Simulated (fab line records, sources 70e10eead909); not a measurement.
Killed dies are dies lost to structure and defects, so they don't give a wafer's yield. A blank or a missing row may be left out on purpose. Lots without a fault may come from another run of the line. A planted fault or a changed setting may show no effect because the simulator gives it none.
Which tool did it? | flow nand_harc | 6 lots, 18 wafers sampled, at 4 steps of a route of 1302

WHAT THE GAUGES READ, wafer by wafer
NHARC_A_BONDPAD_THK_MEAS_20: measures by xrf.
lot  | measured     | on            | thk_nm (nm)
L873 | day 27 04:34 | film_metro-02 | 168.5 120.2 121.9 169.2 121.4 120.8
L875 | day 27 23:31 | film_metro-01 | 171.1 168.9 169.3
L880 | day 30 02:55 | film_metro-01 | 173.9 169.9 171.2
L881 | day 30 06:51 | film_metro-01 | 169.0 170.7 167.7
L883 | day 31 04:58 | film_metro-01 | 167.4 169.6 171.8
L885 | day 32 04:46 | film_metro-02 | 170.7 169.8 170.1

WHICH TOOL RAN EACH LOT (tool, then ch and the chambers of the sampled wafers, then the start)
lot  | NHARC_A_BONDPAD_DEGAS_25     | NHARC_A_BONDPAD_PVD_17                  | NHARC_A_BONDPAD_ECD_18
L873 | pvd_sputter-01, day 27 03:10 | pvd_sputter-01, day 27 03:32 or earlier | ecd_cu-01 ch 0,1, day 27 03:32
L875 | pvd_sputter-01, day 27 22:07 | pvd_sputter-01, day 27 22:28 or earlier | ecd_cu-02 ch 0,1, day 27 22:28
L880 | pvd_sputter-03, day 30 01:31 | pvd_sputter-03, day 30 01:52 or earlier | ecd_cu-02 ch 0,1, day 30 01:52
L881 | pvd_sputter-02, day 30 05:26 | pvd_sputter-02, day 30 05:48 or earlier | ecd_cu-01 ch 0,1, day 30 05:48
L883 | pvd_sputter-01, day 31 03:35 | pvd_sputter-01, day 31 03:59 or earlier | ecd_cu-02 ch 0,1, day 31 03:59
L885 | pvd_sputter-02, day 32 03:23 | pvd_sputter-02, day 32 03:53 or earlier | ecd_cu-02 ch 0,1, day 32 03:53
- NHARC_A_BONDPAD_DEGAS_25: time 60 s.
- NHARC_A_BONDPAD_PVD_17: deposits TaN, target thk 5 nm, time 8.06 s.
- NHARC_A_BONDPAD_ECD_18: material Cu, target thk 400 nm.

THE ANSWER, worked out from the rows above alone
Rule: what is usual is taken from the lots themselves. Put in order of their means at a reading, lots are off if they are a third of the lots or fewer, leave a main group of 4 or more, and stand apart from it by a gap of 3 or more times the standard deviation of the main group's means; of several such gaps the widest counts. A main group whose means are all the same, to the digits that the tables above print for the reading, isn't used. A lot without any number at a reading at which 4 lots or more have one is off too. The other lots that the step has rows for count as sound.
Off: L873, at NHARC_A_BONDPAD_THK_MEAS_20 (thk_nm). The main group: mean 170.1 nm, standard deviation 0.87.
A tool fits if, at a process step before that reading, it ran every lot that is off, and no sound lot after the first of them. The gauges at NHARC_A_BONDPAD_THK_MEAS_20 are tried like those tools. NHARC_A_BONDPAD_PVD_17 gives no start for some lots, so the hours and the order of its lots are those of NHARC_A_BONDPAD_ECD_18. None of those tried fits.

WHAT THE SIMULATOR HAD PUT IN
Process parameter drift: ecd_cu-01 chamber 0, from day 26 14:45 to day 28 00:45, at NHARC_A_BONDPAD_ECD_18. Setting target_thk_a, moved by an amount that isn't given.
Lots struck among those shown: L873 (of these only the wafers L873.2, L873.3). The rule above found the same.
